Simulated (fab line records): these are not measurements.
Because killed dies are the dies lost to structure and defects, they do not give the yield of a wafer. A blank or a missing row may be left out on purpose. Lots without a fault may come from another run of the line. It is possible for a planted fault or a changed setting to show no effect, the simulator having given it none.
The tool behind it: which one? + flow n5Finfet + Sampling: 12 lots, 36 wafers, 5 of 1938 route steps

## WHAT EACH GAUGE READ, for each wafer
The record lacks any reading of a measuring or inspecting step that a usual standard deviation could be used to judge.

## TOOL THAT RAN EACH LOT (tool first, then ch and the chambers of the sampled wafers, then the start)
| lot  | N5_BEOL_M5_ANNEAL_84        | N5_BEOL_M5_CO_CAP_78            | N5_BEOL_M6_PECVD_70             | N5_BEOL_M6_COAT_60               | N5_PASSIVATION_PROBE_49 |
|------|-----------------------------|---------------------------------|---------------------------------|----------------------------------|-------------------------|
| L169 | pvdSputter-03, day 9 18:27  | cvdCo-02 ch 0,1,2, day 9 21:25  | pecvd-01 ch 1,2, day 9 22:17    | lithoTrack-03 ch 0, day 9 23:17  | prober-01, day 14 05:41 |
| L170 | pvdSputter-02, day 9 22:07  | cvdCo-02 ch 1,2, day 10 02:58   | pecvd-03 ch 0,1, day 10 04:00   | lithoTrack-03 ch 0, day 10 05:19 | prober-01, day 14 07:02 |
| L171 | pvdSputter-01, day 10 02:46 | cvdCo-01 ch 0,1,2, day 10 05:57 | pecvd-01 ch 0,1,2, day 10 06:49 | lithoTrack-02 ch 0, day 10 08:22 | prober-01, day 14 06:26 |
| L172 | pvdSputter-03, day 10 06:22 | cvdCo-02 ch 0,1,2, day 10 09:42 | pecvd-03 ch 1, day 10 10:35     | lithoTrack-02 ch 0, day 10 11:35 | prober-02, day 14 07:43 |
| L175 | pvdSputter-03, day 10 23:19 | cvdCo-02 ch 0,1, day 11 02:17   | pecvd-01 ch 0,1,2, day 11 03:23 | lithoTrack-03 ch 0, day 11 04:29 | prober-01, day 14 20:19 |
| L176 | pvdSputter-01, day 11 14:47 | cvdCo-02 ch 0,1,2, day 11 17:46 | pecvd-01 ch 0, day 11 18:38     | lithoTrack-04 ch 0, day 11 19:22 | prober-01, day 15 12:16 |
| L177 | pvdSputter-02, day 11 18:04 | cvdCo-01 ch 1,2, day 11 21:11   | pecvd-04 ch 1,2, day 11 22:04   | lithoTrack-03 ch 0, day 11 22:58 | prober-01, day 15 11:31 |
| L181 | pvdSputter-03, day 12 06:46 | cvdCo-02 ch 0,2, day 12 10:35   | pecvd-01 ch 1,2, day 12 11:27   | lithoTrack-03 ch 0, day 12 12:01 | prober-02, day 15 19:33 |
| L184 | pvdSputter-01, day 14 00:20 | cvdCo-01 ch 1,2, day 14 03:27   | pecvd-01 ch 0,2, day 14 04:19   | lithoTrack-03 ch 0, day 14 05:16 | prober-01, day 18 05:51 |
| L186 | pvdSputter-02, day 14 04:14 | cvdCo-01 ch 0,1, day 14 07:25   | pecvd-01 ch 0,2, day 14 08:17   | lithoTrack-03 ch 0, day 14 09:53 | prober-01, day 17 23:02 |
| L189 | pvdSputter-01, day 14 08:35 | cvdCo-02 ch 1,2, day 14 11:38   | pecvd-01 ch 0,2, day 14 12:31   | lithoTrack-02 ch 0, day 14 14:09 | prober-01, day 18 11:47 |
| L187 | pvdSputter-03, day 14 08:42 | cvdCo-02 ch 0,1, day 14 11:51   | pecvd-03 ch 0,2, day 14 13:11   | lithoTrack-03 ch 0, day 14 14:25 | prober-02, day 18 07:50 |
- N5_BEOL_M5_ANNEAL_84: time 1800 s.
- N5_BEOL_M5_CO_CAP_78: material Co, precursor CCTBA/H2, target thk 2 nm, time 102.1 s.
- N5_BEOL_M6_PECVD_70: deposits SiO2 from TEOS/O2, target thk 20 nm, time 22.7 s.
- N5_BEOL_M6_COAT_60: time 60 s, resist thk 35 nm.
- N5_PASSIVATION_PROBE_49

## AS READ BY THE TOOLS THEMSELVES (means over the sampled wafers that have a number; for cases with no such wafer, the mark the record gives instead)
N5_BEOL_M5_ANNEAL_84.
| lot  | tool          | heaterPowerW (W) |
|------|---------------|------------------|
| L169 | pvdSputter-03 | 854              |
| L170 | pvdSputter-02 | 822              |
| L171 | pvdSputter-01 | 894              |
| L172 | pvdSputter-03 | 841              |
| L175 | pvdSputter-03 | 841              |
| L176 | pvdSputter-01 | 854              |
| L177 | pvdSputter-02 | 822              |
| L181 | pvdSputter-03 | 821              |
| L184 | pvdSputter-01 | 866              |
| L186 | pvdSputter-02 | 766              |
| L189 | pvdSputter-01 | 856              |
| L187 | pvdSputter-03 | 823              |

N5_BEOL_M5_CO_CAP_78.
| lot  | tool     | heaterPowerW (W) |
|------|----------|------------------|
| L169 | cvdCo-02 | 260              |
| L170 | cvdCo-02 | 266              |
| L171 | cvdCo-01 | 240              |
| L172 | cvdCo-02 | 264              |
| L175 | cvdCo-02 | 261              |
| L176 | cvdCo-02 | 264              |
| L177 | cvdCo-01 | 234              |
| L181 | cvdCo-02 | 268              |
| L184 | cvdCo-01 | 239              |
| L186 | cvdCo-01 | 244              |
| L189 | cvdCo-02 | 269              |
| L187 | cvdCo-02 | 251              |

N5_BEOL_M6_PECVD_70.
| lot  | tool     | heaterPowerW (W) | showerheadPlenumPTorr (Torr) | throttleValvePct (%) |
|------|----------|------------------|------------------------------|----------------------|
| L169 | pecvd-01 | 696              | 8.74                         | 22.0                 |
| L170 | pecvd-03 | 598              | 8.77                         | 21.8                 |
| L171 | pecvd-01 | 761              | 8.76                         | 21.5                 |
| L172 | pecvd-03 | 767              | 8.78                         | 21.7                 |
| L175 | pecvd-01 | 732              | 8.78                         | 21.5                 |
| L176 | pecvd-01 | 791              | 8.79                         | 21.9                 |
| L177 | pecvd-04 | 815              | 8.78                         | 21.4                 |
| L181 | pecvd-01 | 685              | 8.76                         | 22.0                 |
| L184 | pecvd-01 | 780              | 8.79                         | 21.2                 |
| L186 | pecvd-01 | 757              | 8.79                         | 21.3                 |
| L189 | pecvd-01 | 803              | 8.80                         | 21.4                 |
| L187 | pecvd-03 | 586              | 8.70                         | 21.1                 |

N5_BEOL_M6_COAT_60.
| lot  | tool          | chillPlateTempC (C) | heaterPowerTotalW (W) | plateTempC (C) |
|------|---------------|---------------------|-----------------------|----------------|
| L169 | lithoTrack-03 | 23.06               | 425.6                 | 220.03         |
| L170 | lithoTrack-03 | 23.01               | 427.5                 | 219.96         |
| L171 | lithoTrack-02 | 22.93               | 426.8                 | 220.15         |
| L172 | lithoTrack-02 | 23.02               | 427.3                 | 220.10         |
| L175 | lithoTrack-03 | 22.86               | 428.1                 | 220.16         |
| L176 | lithoTrack-04 | 22.99               | 427.9                 | 219.86         |
| L177 | lithoTrack-03 | 22.94               | 426.2                 | 220.00         |
| L181 | lithoTrack-03 | 22.96               | 427.6                 | 220.18         |
| L184 | lithoTrack-03 | 23.01               | 473.7                 | 238.68         |
| L186 | lithoTrack-03 | 23.10               | 474.2                 | 238.84         |
| L189 | lithoTrack-02 | 22.92               | 428.8                 | 219.99         |
| L187 | lithoTrack-03 | 23.04               | 473.6                 | 238.83         |

N5_PASSIVATION_PROBE_49.
| lot  | tool      | defectLimitedYield (%) | killed_at_M0_to_M3 | killed_at_M4_up | killedAtContacts | killedAtFrontEnd | killedAtOther | killedDies | killedOnRim | killedOpen | killedShort | sort_bin_5_function (%) | sort_bin_6_memory (%) | sort_bin_8_speed (%) | sortNPass | sortYieldPct (%) |
|------|-----------|------------------------|--------------------|-----------------|------------------|------------------|---------------|------------|-------------|------------|-------------|-------------------------|-----------------------|----------------------|-----------|------------------|
| L169 | prober-01 | 88.7                   | 37                 | 20              | 12               | 60               | 5             | 133        | 22          | 82         | 48          | 6.4                     | 4.3                   | 0.00                 | 1047      | 88.7             |
| L170 | prober-01 | 91.7                   | 29                 | 11              | 11               | 43               | 3             | 98         | 15          | 63         | 33          | 4.8                     | 3.1                   | 0.00                 | 1082      | 91.7             |
| L171 | prober-01 | 91.2                   | 29                 | 8               | 9                | 51               | 7             | 104        | 16          | 57         | 46          | 5.1                     | 3.2                   | 0.00                 | 1076      | 91.2             |
| L172 | prober-02 | 89.7                   | 50                 | 12              | 15               | 40               | 6             | 121        | 17          | 80         | 41          | 6.0                     | 3.8                   | 0.00                 | 1059      | 89.7             |
| L175 | prober-01 | 90.4                   | 37                 | 14              | 12               | 48               | 2             | 113        | 17          | 79         | 33          | 5.4                     | 3.8                   | 0.00                 | 1067      | 90.4             |
| L176 | prober-01 | 91.2                   | 23                 | 11              | 13               | 56               | 1             | 104        | 14          | 68         | 36          | 5.0                     | 3.4                   | 0.00                 | 1076      | 91.2             |
| L177 | prober-01 | 90.5                   | 54                 | 8               | 8                | 33               | 8             | 111        | 16          | 70         | 40          | 5.4                     | 3.7                   | 0.00                 | 1069      | 90.5             |
| L181 | prober-02 | 91.8                   | 32                 | 16              | 11               | 35               | 1             | 96         | 15          | 61         | 35          | 4.6                     | 3.3                   | 0.03                 | 1083      | 91.8             |
| L184 | prober-01 | 92.1                   | 37                 | 12              | 10               | 32               | 3             | 93         | 13          | 59         | 33          | 4.7                     | 2.9                   | 0.00                 | 1087      | 92.1             |
| L186 | prober-01 | 90.6                   | 31                 | 13              | 7                | 57               | 4             | 111        | 14          | 66         | 44          | 5.3                     | 3.8                   | 0.00                 | 1069      | 90.6             |
| L189 | prober-01 | 91.6                   | 26                 | 18              | 4                | 48               | 2             | 99         | 13          | 64         | 32          | 4.9                     | 3.0                   | 0.00                 | 1081      | 91.6             |
| L187 | prober-02 | 92.4                   | 32                 | 12              | 11               | 31               | 4             | 90         | 8           | 51         | 38          | 4.2                     | 2.9                   | 0.00                 | 1090      | 92.4             |

## THE ANSWER, worked out from the rows above alone
Rule: the lots themselves supply what counts as usual. The widest of any qualifying gaps counts: lots, ordered by their means at a reading, are off when they make up no more than a third of the lots, leave a main group of 4 or more, and stand apart from it by 3 or more times the standard deviation of that group's means. A main group whose means are all the same, to the digits that the tables above print for the reading, isn't used. Also off: a lot with no number at a reading for which 4 or more lots have one. The other lots that the step has rows for count as sound. After the gauges, taken in route order, come the tools' own readings; for these a lot's mean is taken, as printed above. At the first step where some lot is off, the reading lying furthest off is the one used; lots without a number count as furthest.
Off: L184, L186, L187 (N5_BEOL_M6_COAT_60, plateTempC). Main group: mean 220.05 C, sd 0.1.
If a tool, at that step or one of the process steps before it, ran each lot that is off and ran no sound lot following the first of them, it fits. One fits: N5_BEOL_M6_COAT_60 on lithoTrack-03. A fault onset in the window from L181 (day 12 12:01, its last sound lot) to L184 (day 14 05:16, its first lot off) fits.
The tool's own readings at N5_BEOL_M6_COAT_60 bear it out: on the lots that are off they differ by more than 5 times the standard deviation of the sound lots' means. heaterPowerTotalW reads 473.8 W there against 427.3 W on the sound lots; plateTempC reads 238.78 C there against 220.05 C on the sound lots.

## WHAT HAD BEEN PUT IN BY THE SIMULATOR
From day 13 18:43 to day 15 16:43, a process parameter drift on lithoTrack-03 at N5_BEOL_M6_COAT_60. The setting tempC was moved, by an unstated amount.
Struck lots among those shown: L184, L186, L187. The rule given above showed the same thing.
